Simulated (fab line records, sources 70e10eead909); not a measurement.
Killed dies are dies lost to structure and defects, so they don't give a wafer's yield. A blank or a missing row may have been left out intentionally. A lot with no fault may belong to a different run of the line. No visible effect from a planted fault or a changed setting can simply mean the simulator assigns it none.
Struck lot and sound lot, side by side / flow nand-harc / 15 steps out of a route of 1302
Sound: wafers L783.1, L783.2, L783.4. Struck: wafer L780.5 (left out: L780.2, L780.6 of the same lot, which were not struck); the cause appears at the end.
At each step with rows: each side's tool, then ch and its chambers, then its first start. Under that, the readings that differ: sound wafers / struck wafers / difference of the means / sigmas: that difference in standard deviations of wafers without a fault.
alike: readings with means less than 2 such deviations apart, plus words and numbers identical on both sides. not compared: withheld readings, readings lacking a value on some wafer, bounds such as >300 that could conceal the same value, and numbers that have no deviation in the record and whose values overlap.
The two part at a step that has a row with sigmas, a row that says differs or no value, or rows on one side only. When numbers do not overlap yet have no deviation, they are printed without sigmas and do not part them. Lack of a reading on every wafer of one side parts them only where that side has two or more wafers.

first, 4 steps without rows for these wafers: NHARC_P_M1_EBR_05; NHARC_P_M1_EXPOSE_06 (exposes mask P M1, target cd 130 nm); NHARC_P_M1_PEB_07 (peb time 65 s); NHARC_P_M1_DEVELOP_08 (develop time 35 s).
NHARC_P_M1_CD_MEAS_09: target cd 130 nm.
  sound on cd-sem-02 ch 0, day 14 14:20; struck on cd-sem-02 ch 0, day 13 03:26
  alike: cd-nm
NHARC_P_M1_OVL_MEAS_10: pitch 260 nm.
  struck on overlay-01, day 13 03:32; sound on overlay-02, day 14 14:26
  alike: overlay-x-nm, overlay-y-nm
NHARC_P_M1_INSPECT_11:
  struck on defect-inspect-01, day 13 03:34; sound on defect-inspect-02, day 14 14:28
  alike: raw-defect-count
NHARC_P_M1_DESCUM_14: chemistry O2, time 3 s.
  sound on rie-diel-11 ch 2,3, day 14 14:32; struck on rie-diel-11 ch 3, day 13 03:39
  alike: drypump-motor-current-A, o2-flow-sccm, oes-product-au, rf-vpp-V, showerhead-plenum-p-Torr, throttle-valve-pct
  not compared: rf-hours-counter-h
NHARC_P_M1_ETCH_35: etches the open film in N2/H2, target depth 40 nm, overetch 12 nm, time 43.94 s.
  sound on rie-diel-11 ch 2,3, day 14 14:40; struck on rie-diel-11 ch 2, day 13 03:44
reading=oes-product-au (a.u.); sound=1.000 0.989 1.014; struck=0.986; difference=-0.015; sigmas=-2
reading=rf-vpp-V (V); sound=426.6 431.2 427.5; struck=432.7; difference=+4.3; sigmas=+2
  alike: drypump-motor-current-A, h2-flow-sccm, showerhead-plenum-p-Torr, throttle-valve-pct
  not compared: rf-hours-counter-h
NHARC_P_M1_ETCH_15: etches the open film in C4F8/Ar, target depth 182.5 nm, time 91.2 s.
  sound on rie-diel-11 ch 2,3, day 14 14:47; struck on rie-diel-11 ch 0
  alike: oes-product-au, rf-vpp-V
  not compared: rf-hours-counter-h
NHARC_P_M1_CD_MEAS_16:
  struck on cd-sem-02, day 13 03:59; sound on cd-sem-02, day 14 14:58
  alike: cd-nm
NHARC_P_M1_STRIP_18: strips in N2/H2.
  sound on rie-diel-10 ch 0,1,3, day 14 15:02; struck on rie-diel-11 ch 0, day 13 04:05
  alike: drypump-motor-current-A, h2-flow-sccm, oes-product-au, rf-vpp-V, showerhead-plenum-p-Torr, throttle-valve-pct
  not compared: rf-hours-counter-h
NHARC_P_M1_ETCH_28: etches the open film in CF4/N2, target depth 30 nm, time 72.99 s.
  sound on rie-diel-10 ch 1,2,3, day 14 15:17; struck on rie-diel-11 ch 0, day 13 04:21
reading=oes-product-au (a.u.); sound=0.995 1.011 1.012; struck=0.852; difference=-0.154; sigmas=-22
  alike: drypump-motor-current-A, rf-vpp-V, showerhead-plenum-p-Torr, throttle-valve-pct
  not compared: rf-hours-counter-h
then, 1 step without rows for these wafers: NHARC_P_M1_STRIP_19 (strips in post etch residue remover, time 600 s).
-- record jumps: 19 days between struck wafers' starts before vs after; left off in module P_M1, resumes in module END, first step shown is number 1302 of the route --
NHARC_END_SORT_01:
  sound on prober-02 ch 0, day 33 05:12; struck on prober-01 ch 0, day 32 13:53
reading=killed-short; sound=3 3 2; struck=7; difference=+4; sigmas=+3
reading=sort-rim-yield-pct (%); sound=80 78 78; struck=94; difference=+15; sigmas=+3
  alike: defect-limited-yield, killed-at-array, killed-at-other, killed-at-periphery, killed-dies, killed-open, sort_bin_2_pct, sort_bin_3_pct, sort_bin_4_pct, sort-n-pass, sort-yield-pct

WHERE THEY PART
First at NHARC_P_M1_ETCH_35; last, within this record, at NHARC_END_SORT_01.

WHY: whatever the simulator had introduced
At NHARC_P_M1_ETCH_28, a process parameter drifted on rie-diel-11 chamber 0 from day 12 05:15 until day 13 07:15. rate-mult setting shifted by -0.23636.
